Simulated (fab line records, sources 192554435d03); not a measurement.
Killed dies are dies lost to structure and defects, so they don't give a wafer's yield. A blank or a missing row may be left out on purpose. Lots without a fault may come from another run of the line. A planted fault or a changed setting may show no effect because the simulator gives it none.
Split-lot experiment | flow n5_finfet | 7 lots, 39 wafers read, on a route of 1938 steps

THE SPLIT
At N5_BEOL_M4_DESCUM_33 (chemistry O2, time 7 s), the setting time_s was moved away from the recipe's 7 s on 15 of the 39 wafers read, by -42.3% to +49.3%. The other wafers ran this setting at the recipe's value.

FROM THE SPLIT TO THE READING: what the file shows between them, 3 steps
- N5_BEOL_M4_ETCH_77: etches underlayer in N2/H2, target depth 6.5 nm, time 5.2 s
- N5_BEOL_M4_ETCH_69: etches SiARC in CF4, target depth 15.6 nm, time 26 s
- N5_BEOL_M4_ALD_98: deposits SiO2, target thk 2.5 nm, pulse time 1 s, co reactant pulse time 1 s

THE READING
CAR-EUV_of_BEOL_M4_COAT_22.thk_nm (the simulator's own value, which no gauge read), in nm, at N5_BEOL_M4_ETCHBACK_99 (etches SiO2 in CHF3, target depth 5 nm, time 10.4 s). The file gives no usual value for it. The 24 wafers here that ran the recipe average 10.4 nm, standard deviation 0.11 nm.

wafer  | tool, chamber at the split | time_s as run, s | against the recipe | CAR-EUV_of_BEOL_M4_COAT_22.thk_nm, nm | against lot-mates on the recipe
L077.1 | rie_diel-03, 3,2,1         | 7                | recipe             | 10.6                                  | -
L077.2 | rie_diel-03, 3,2,1         | 7                | recipe             | 10.6                                  | -
L077.5 | rie_diel-03, 3,2,1         | 7                | recipe             | 10.6                                  | -
L077.3 | rie_diel-03, 1,0,2         | 9.816            | +40.2%             | 9                                     | -1.6
L077.4 | rie_diel-03, 1,0,2         | 9.816            | +40.2%             | 9                                     | -1.6
L077.6 | rie_diel-03, 1,0,2         | 9.816            | +40.2%             | 9.2                                   | -1.4
L078.1 | rie_diel-03, 3,2,0,1,2     | 7                | recipe             | 10.4                                  | -
L078.2 | rie_diel-03, 3,2,0,1,2     | 7                | recipe             | 10.4                                  | -
L078.3 | rie_diel-03, 3,2,0,1,2     | 7                | recipe             | 10.4                                  | -
L078.4 | rie_diel-03, 3,2,0,1,2     | 7                | recipe             | 10.4                                  | -
L078.6 | rie_diel-03, 3,2,0,1,2     | 7                | recipe             | 10.4                                  | -
L078.5 | rie_diel-03, 3             | 7                | recipe             | 10.2                                  | -
L083.1 | rie_diel-04, 0,1           | 4.039            | -42.3%             | 12                                    | +1.6
L083.2 | rie_diel-04, 2             | 4.039            | -42.3%             | 11.8                                  | +1.4
L083.3 | rie_diel-04, 0,1           | 4.039            | -42.3%             | 11.8                                  | +1.4
L083.4 | rie_diel-04, 3             | 7                | recipe             | 10.4                                  | -
L083.5 | rie_diel-04, 2             | 7                | recipe             | 10.4                                  | -
L083.6 | rie_diel-04, 3             | 7                | recipe             | 10.4                                  | -
L084.1 | rie_diel-02, 1,2           | 7                | recipe             | 10.4                                  | -
L084.2 | rie_diel-02, 1,2           | 7                | recipe             | 10.4                                  | -
L084.3 | rie_diel-02, 0,0,3         | 4.54             | -35.1%             | 11.8                                  | +1.3
L084.5 | rie_diel-02, 0,0,3         | 4.54             | -35.1%             | 11.8                                  | +1.3
L084.6 | rie_diel-02, 0,0,3         | 4.54             | -35.1%             | 11.8                                  | +1.3
L084.4 | rie_diel-02, 3             | 7                | recipe             | 10.6                                  | -
L090.1 | rie_diel-03, 2             | 10.45            | +49.3%             | 9                                     | -1.5
L090.2 | rie_diel-03, 3             | 7                | recipe             | 10.4                                  | -
L090.3 | rie_diel-03, 1             | 7                | recipe             | 10.6                                  | -
L090.6 | rie_diel-03, 1             | 7                | recipe             | 10.6                                  | -
L090.4 | rie_diel-03, 0             | 10.45            | +49.3%             | 8.6                                   | -1.9
L090.5 | rie_diel-03, 0             | 10.45            | +49.3%             | 8.8                                   | -1.7
L085.1 | rie_diel-03, 1             | 4.758            | -32.0%             | 11.4                                  | +1.1
L085.3 | rie_diel-03, 3             | 4.758            | -32.0%             | 11.4                                  | +1.1
L085.5 | rie_diel-03, 1             | 4.758            | -32.0%             | 11.4                                  | +1.1
L085.2 | rie_diel-03, 0,2,0         | 7                | recipe             | 10.4                                  | -
L085.4 | rie_diel-03, 0,2,0         | 7                | recipe             | 10.4                                  | -
L085.6 | rie_diel-03, 0,2,0         | 7                | recipe             | 10.2                                  | -
L089.2 | rie_diel-03, 3,1,0         | 7                | recipe             | 10.4                                  | -
L089.3 | rie_diel-03, 3,1,0         | 7                | recipe             | 10.4                                  | -
L089.4 | rie_diel-03, 3,1,0         | 7                | recipe             | 10.4                                  | -
Where a row lists several chambers, the file gives one row for several wafers and doesn't say which wafer went through which chamber.

THE FIT
A straight line over all 39 wafers: CAR-EUV_of_BEOL_M4_COAT_22.thk_nm changes by -0.034 nm for each +1% of time_s; r = -0.99; the points scatter about the line by 0.12 nm.
The same after taking each lot's own level away (the mean of its wafers on the recipe; 39 wafers): -0.0359 nm for each +1%; r = -0.99; scatter 0.092 nm.
On that fit, the largest move of time_s shifts the reading by 1.8 nm.
The lots' own levels span 10.33 to 10.60 nm, that is 2.4 times the standard deviation above.
So the lot-to-lot level changes the slope little: the two slopes agree.
Check: with one of the wafers moved furthest among these (+49.3%) left out of the fit, the line predicts -1.81 nm for it against its lot-mates. It came out at -1.53 nm against them.

THE WHOLE CHAIN: every reading that the file lists as answering this split, in the file's order
step                   | what it does                                                | reading                                                                            | change (the file's fit)                | r (the file's)
N5_BEOL_M4_DESCUM_33   | chemistry O2, time 7 s                                      | CAR-EUV_of_BEOL_M4_COAT_22.thk_nm (the simulator's own value, which no gauge read) | -0.035 nm for each +1% of the setting  | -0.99
N5_BEOL_M4_ETCH_77     | etches underlayer in N2/H2, target depth 6.5 nm, time 5.2 s | CAR-EUV_of_BEOL_M4_COAT_22.thk_nm (the simulator's own value, which no gauge read) | -0.0344 nm for each +1% of the setting | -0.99
N5_BEOL_M4_ETCHBACK_99 | etches SiO2 in CHF3, target depth 5 nm, time 10.4 s         | CAR-EUV_of_BEOL_M4_COAT_22.thk_nm (the simulator's own value, which no gauge read) | -0.0358 nm for each +1% of the setting | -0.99

THE FILE'S OWN FIT
CAR-EUV_of_BEOL_M4_COAT_22.thk_nm changes by -0.0358 nm for each +1% of time_s, r = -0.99.
